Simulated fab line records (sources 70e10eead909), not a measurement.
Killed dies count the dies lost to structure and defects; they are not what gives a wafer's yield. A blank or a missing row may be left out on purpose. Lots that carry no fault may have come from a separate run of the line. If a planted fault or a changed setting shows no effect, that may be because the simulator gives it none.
Matching of chambers :: flow nand-harc :: NHARC_A_CHANNEL_FILL_D1_CMP_10 on cmp-04 has 4 sister chambers
The step polishes, target thk 150 nm. 8 wafers are shown with their chamber, then 12 later ones without.

WAFERS PAIRED WITH THEIR CHAMBERS
wafer: L083.3
chamber: 0
motor-current-A (A): 11.3
time-to-endpoint-s (s): 17.4

wafer: L084.3
chamber: 3
motor-current-A (A): 11.8
time-to-endpoint-s (s): 16.0

wafer: L084.4
chamber: 0
motor-current-A (A): 12.4
time-to-endpoint-s (s): 14.0

wafer: L088.5
chamber: 2
motor-current-A (A): 10.5
time-to-endpoint-s (s): 16.8

wafer: L088.6
chamber: 1
motor-current-A (A): 10.9
time-to-endpoint-s (s): 17.1

wafer: L090.2
chamber: 3
motor-current-A (A): 12.8
time-to-endpoint-s (s): 13.8

wafer: L090.5
chamber: 1
motor-current-A (A): 11.5
time-to-endpoint-s (s): 12.1

wafer: L090.6
chamber: 2
motor-current-A (A): 10.4
time-to-endpoint-s (s): 13.6

WAFERS WHOSE CHAMBER IS MISSING
wafer: L092.2
motor-current-A (A): 12.1
time-to-endpoint-s (s): 13.7

wafer: L092.3
motor-current-A (A): 12.7
time-to-endpoint-s (s): 15.8

wafer: L092.6
motor-current-A (A): 12.2
time-to-endpoint-s (s): 15.2

wafer: L094.3
motor-current-A (A): 10.9
time-to-endpoint-s (s): 13.7

wafer: L094.4
motor-current-A (A): 11.9
time-to-endpoint-s (s): 15.3

wafer: L094.5
motor-current-A (A): 11.8
time-to-endpoint-s (s): 15.3

wafer: L095.1
motor-current-A (A): 10.8
time-to-endpoint-s (s): 13.1

wafer: L095.2
motor-current-A (A): 12.3
time-to-endpoint-s (s): 15.4

wafer: L095.4
motor-current-A (A): 12.3
time-to-endpoint-s (s): 14.1

wafer: L097.2
motor-current-A (A): 11.5
time-to-endpoint-s (s): 14.7

wafer: L097.5
motor-current-A (A): 12.1
time-to-endpoint-s (s): 15.0

wafer: L097.6
motor-current-A (A): 11.6
time-to-endpoint-s (s): 15.3

WHICH CHAMBER EACH WENT THROUGH
wafer: L092.2
from the rows above: can't be placed: 3 or 0 or 1
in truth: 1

wafer: L092.3
from the rows above: can't be placed: 3 or 0 or 1
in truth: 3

wafer: L092.6
from the rows above: can't be placed: 3 or 0 or 1
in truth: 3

wafer: L094.3
from the rows above: can't be placed: 1 or 2 or 0 or 3
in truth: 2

wafer: L094.4
from the rows above: can't be placed: 0 or 3 or 1
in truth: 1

wafer: L094.5
from the rows above: can't be placed: 0 or 3 or 1
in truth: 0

wafer: L095.1
from the rows above: can't be placed: 1 or 2 or 0 or 3
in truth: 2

wafer: L095.2
from the rows above: can't be placed: 3 or 0 or 1
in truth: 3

wafer: L095.4
from the rows above: can't be placed: 3 or 0 or 1
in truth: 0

wafer: L097.2
from the rows above: can't be placed: 1 or 0 or 3 or 2
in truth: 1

wafer: L097.5
from the rows above: can't be placed: 3 or 0 or 1
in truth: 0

wafer: L097.6
from the rows above: can't be placed: 0 or 1 or 3 or 2
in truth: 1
Placed correctly: 0 of 12. Not placeable from these rows: 12 (in 12, the candidates include the true chamber). Placed wrongly: 0.
How it was worked out, from the rows above alone: a wafer's distance from a chamber is the root of the sum, over the readings, of the square of ((its reading less the chamber's mean) divided by the reading's scatter). If the next closest chamber is less than 2 further off than the closest, the wafer can't be placed; otherwise it belongs to the closest. The mean given for a chamber averages the wafers shown for that chamber. The scatter: take each reading less its chamber's mean, square it, sum over the shown wafers, divide by the number of wafers less the number of chambers, and take the root.
